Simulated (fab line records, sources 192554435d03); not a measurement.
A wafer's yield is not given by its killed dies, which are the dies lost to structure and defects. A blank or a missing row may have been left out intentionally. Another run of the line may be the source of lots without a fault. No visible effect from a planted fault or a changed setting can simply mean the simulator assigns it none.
What tool caused it? | flow n5 finfet | 9 lots with 27 wafers sampled at 6 steps, on a route of 1938 steps

## WHAT THE GAUGES SHOWED, per wafer
N5_ILD0_THK_MEAS_08. Usual: thk nm at 138.8 nm, with a standard deviation of 1.
lot  | measured    | on            | thk nm (nm)       | flag
L904 | day 4 07:59 | film metro-01 | 140.0 139.6 140.9 |
L907 | day 5 05:40 | film metro-02 | 139.0 139.2 139.9 |
L911 | day 6 08:50 | film metro-01 | 139.5 140.0 138.9 |
L912 | day 6 17:56 | film metro-02 | 138.8 138.5 138.4 |
L919 | day 8 00:22 | film metro-01 | 197.2 196.9 196.6 | OFF
L920 | day 8 10:01 | film metro-01 | 197.5 198.1 198.5 | OFF
L921 | day 8 18:17 | film metro-01 | 196.8 197.7 196.3 | OFF
L923 | day 9 04:28 | film metro-01 | 138.1 138.4 138.4 |
L924 | day 9 07:12 | film metro-02 | 138.6 139.3 139.1 |

N5_SDB_INSPECT_13: inspects for defects (brightfield). Usual: raw defect count at 79, with a standard deviation of 31.
lot  | measured    | on                | raw defect count | flag
L904 | day 4 11:47 | defect inspect-01 | 83 65 66         |
L907 | day 5 09:52 | defect inspect-02 | 42 87 115        |
L911 | day 6 12:37 | defect inspect-02 | 104 96 105       |
L912 | day 6 21:49 | defect inspect-01 | 46 44 100        |
L923 | day 9 08:56 | defect inspect-01 | 53 97 56         |
L924 | day 9 10:59 | defect inspect-02 | 61 70 58         |

N5_BEOL_M4_RC_MEAS_101. Usual: DIBL_N 36.3 mV/V, standard deviation 1.4; DIBL_P 35.7 mV/V, standard deviation 1.5; IOFF_N 0.155 nA/um, standard deviation 0.022; IOFF_P 0.204 nA/um, standard deviation 0.027; ION_N 671 uA/um, standard deviation 9; ION_P 459 uA/um, standard deviation 6.2; SS_N 71.5 mV/dec, standard deviation 0.54; SS_P 73.1 mV/dec, standard deviation 0.56; VT_N 250.2 mV, standard deviation 2.6; VT_P -251 mV, standard deviation 3.3.
lot  | measured     | on        | DIBL_N (mV/V)  | DIBL_P (mV/V)  | IOFF_N (nA/um)    | IOFF_P (nA/um)    | ION_N (uA/um) | ION_P (uA/um) | SS_N (mV/dec)  | SS_P (mV/dec)  | VT_N (mV)         | VT_P (mV)      | flag
L904 | day 8 21:08  | prober-02 | 35.0 36.4 38.2 | 34.9 36.8 38.8 | 0.137 0.176 0.212 | 0.171 0.195 0.222 | 663 682 686   | 453 464 456   | 70.7 71.5 71.1 | 72.3 73.4 73.6 | 250.8 245.6 243.2 | -255 -254 -252 |
L907 | day 9 17:58  | prober-01 | 39.1 38.6 38.9 | 38.6 37.1 37.1 | 0.197 0.182 0.195 | 0.257 0.242 0.238 | 682 665 678   | 466 454 458   | 72.3 71.6 73.4 | 73.6 74.0 73.4 | 247.3 248.6 250.4 | -245 -246 -249 |
L911 | day 10 22:15 | prober-01 | 37.1 36.2 36.8 | 37.5 36.3 37.2 | 0.163 0.154 0.159 | 0.199 0.191 0.209 | 676 679 664   | 461 459 455   | 72.0 71.6 71.5 | 73.3 73.1 73.6 | 248.6 250.6 250.3 | -251 -253 -253 |
L912 | day 11 00:20 | prober-01 | 38.0 35.7 35.8 | 37.9 35.1 35.1 | 0.180 0.140 0.141 | 0.227 0.175 0.172 | 677 677 655   | 463 456 449   | 71.9 71.7 71.4 | 73.6 73.2 72.9 | 247.7 252.3 253.1 | -250 -255 -254 |
L923 | day 13 14:47 | prober-01 | 33.6 36.1 33.8 | 33.7 36.6 33.5 | 0.105 0.139 0.106 | 0.161 0.207 0.159 | 653 663 644   | 456 461 452   | 71.3 71.6 70.9 | 72.2 73.2 72.9 | 254.8 251.6 255.0 | -251 -251 -254 |
L924 | day 13 19:38 | prober-01 | 35.3 37.3 35.1 | 34.7 35.9 34.5 | 0.137 0.166 0.135 | 0.179 0.192 0.178 | 669 671 668   | 460 452 457   | 71.7 71.9 71.5 | 72.8 72.1 72.3 | 250.5 249.3 253.9 | -255 -252 -253 |

## TOOL THAT RAN EACH LOT (tool first, then ch and the chambers of the sampled wafers, then the start)
lot  | N5_SD_EPI_P_SD_RECESS_17        | N5_ILD0_CMP_07               | N5_SDB_ETCH_17
L904 | rie si-01 ch 0,1,3, day 3 23:53 | cmp-02 ch 0,1,2, day 4 07:46 | rie diel-01 ch 0,1, day 4 11:52
L907 | rie si-03 ch 0,1,3, day 4 22:20 | cmp-01 ch 0,3, day 5 05:23   | rie diel-03 ch 1,3, day 5 10:20
L911 | rie si-02 ch 1,2,3, day 6 01:25 | cmp-04 ch 1,2, day 6 08:32   | rie diel-03 ch 0,1, day 6 12:41
L912 | rie si-02 ch 2,3, day 6 10:58   | cmp-01 ch 1,3, day 6 17:39   | rie diel-05 ch 1,2,3, day 6 22:03
L919 | rie si-02 ch 1,2,3, day 7 17:29 | cmp-02 ch 2,3, day 8 00:07   | -
L920 | rie si-01 ch 0,3, day 8 01:14   | cmp-02 ch 0,1,2, day 8 09:43 | -
L921 | rie si-01 ch 1,2,3, day 8 10:23 | cmp-01 ch 1,3, day 8 18:01   | -
L923 | rie si-01 ch 2,3, day 8 20:46   | cmp-02 ch 0,1,2, day 9 04:17 | rie diel-03 ch 2,3, day 9 09:19
L924 | rie si-03 ch 2,3, day 9 00:23   | cmp-02 ch 0,2,3, day 9 07:01 | rie diel-01 ch 1,2,3, day 9 11:03
- N5_SD_EPI_P_SD_RECESS_17: chemistry HBr/Cl2/O2, target depth 39.1 nm, bt time 3 s.
- N5_ILD0_CMP_07: polishes SiO2 flowable, stops on poly-Si, t overpolish 1.18 s, target thk 138.88 nm.
- N5_SDB_ETCH_17: etches SiARC in CF4, target depth 23.4 nm, time 39 s.

## WHAT THE TOOLS THEMSELVES READ (means of the sampled wafers that have a number; where no wafer has one, the mark that the record gives instead)
N5_SD_EPI_P_SD_RECESS_17. Usual: drypump motor current A 5.66 A, standard deviation 0.24; mfc cl2 sccm 79.97 sccm, standard deviation 0.21; oes product au 0.996 a.u., standard deviation 0.015; throttle valve pct 37.16 %, standard deviation 0.19.
lot  | tool      | drypump motor current A (A) | mfc cl2 sccm (sccm) | oes product au (a.u.) | throttle valve pct (%) | flag
L904 | rie si-01 | 5.53                        | 80.06               | 0.988                 | 37.24                  |
L907 | rie si-03 | 5.67                        | 80.10               | 1.005                 | 37.12                  |
L911 | rie si-02 | 5.82                        | 79.99               | 0.989                 | 37.11                  |
L912 | rie si-02 | 5.96                        | 79.82               | 0.983                 | 37.26                  |
L919 | rie si-02 | 5.82                        | 80.05               | 0.995                 | 37.11                  |
L920 | rie si-01 | 5.52                        | 79.86               | 0.978                 | 37.38                  |
L921 | rie si-01 | 5.72                        | 80.00               | 0.988                 | 37.19                  |
L923 | rie si-01 | 5.87                        | 79.96               | 1.000                 | 37.14                  |
L924 | rie si-03 | 5.74                        | 79.86               | 1.003                 | 37.33                  |

N5_ILD0_CMP_07. Usual: edge zone pressure frac 1.001, standard deviation 0.005; head pressure psi 4.150 psi, standard deviation 0.0084; motor current A 12.0 A, standard deviation 1.1; slurry filter dp kPa 13.51 kPa, standard deviation 0.13.
lot  | tool   | edge zone pressure frac | head pressure psi (psi) | motor current A (A) | slurry filter dp kPa (kPa) | flag
L904 | cmp-02 | 1.006                   | 4.140                   | 12.2                | 13.57                      |
L907 | cmp-01 | 0.999                   | 4.158                   | 10.5                | 13.62                      |
L911 | cmp-04 | 0.999                   | 4.158                   | 12.2                | 13.53                      |
L912 | cmp-01 | 1.004                   | 4.143                   | 11.5                | 13.58                      |
L919 | cmp-02 | -                       | -                       | -                   | -                          | OFF
L920 | cmp-02 | -                       | -                       | -                   | -                          | OFF
L921 | cmp-01 | -                       | -                       | -                   | -                          | OFF
L923 | cmp-02 | 1.002                   | 4.150                   | 12.2                | 13.54                      |
L924 | cmp-02 | 1.001                   | 4.141                   | 11.4                | 13.37                      |

N5_SDB_ETCH_17. Usual: drypump motor current A 5.8 A, standard deviation 0.49; etch rf on time s 39.2 s, standard deviation 0.62; oes product au 0.67 a.u., standard deviation 0.066; rf vpp V 184.3 V, standard deviation 1.3; showerhead plenum p Torr 2.17 Torr, standard deviation 0.076; throttle valve pct 15.52 %, standard deviation 0.23.
lot  | tool        | drypump motor current A (A) | etch rf on time s (s) | oes product au (a.u.) | rf vpp V (V) | showerhead plenum p Torr (Torr) | throttle valve pct (%) | flag
L904 | rie diel-01 | 5.7                         | 40.1                  | 0.61                  | 184.2        | 2.16                            | 15.47                  |
L907 | rie diel-03 | 5.9                         | 39.0                  | 0.70                  | 185.2        | 2.20                            | 15.33                  |
L911 | rie diel-03 | 6.1                         | 38.7                  | 0.76                  | 184.7        | 2.16                            | 15.37                  |
L912 | rie diel-05 | 5.9                         | 39.6                  | 0.62                  | 184.2        | 2.13                            | 15.76                  |
L923 | rie diel-03 | 6.5                         | 39.1                  | 0.63                  | 184.0        | 2.16                            | 15.82                  |
L924 | rie diel-01 | 5.5                         | 39.1                  | 0.66                  | 184.7        | 2.18                            | 15.41                  |

## THE ANSWER, worked out from the rows above alone
Rule: lot off if the mean of its wafers having a number is beyond 3 standard deviations from the usual mean. Also off: a lot with no number at a reading for which 4 or more lots have one. All remaining lots with rows at the step are treated as sound. The gauges are gone through in route order, then the tools' own readings, and for those a lot's mean is taken as printed above. The first step at which some lot is off is used, and at that step the reading that is off furthest; a lot without a number counts as furthest.
Off: L919, L920, L921, at N5_ILD0_THK_MEAS_08 (thk nm).
A tool fits if, at a process step before that reading, it ran every lot that is off, and no sound lot after the first of them. The gauges at N5_ILD0_THK_MEAS_08 aren't tried: what is off there is off at N5_ILD0_CMP_07 too, on other tools, and a gauge's error can't cause that. None of those tried fits.

## WHAT THE SIMULATOR PUT IN
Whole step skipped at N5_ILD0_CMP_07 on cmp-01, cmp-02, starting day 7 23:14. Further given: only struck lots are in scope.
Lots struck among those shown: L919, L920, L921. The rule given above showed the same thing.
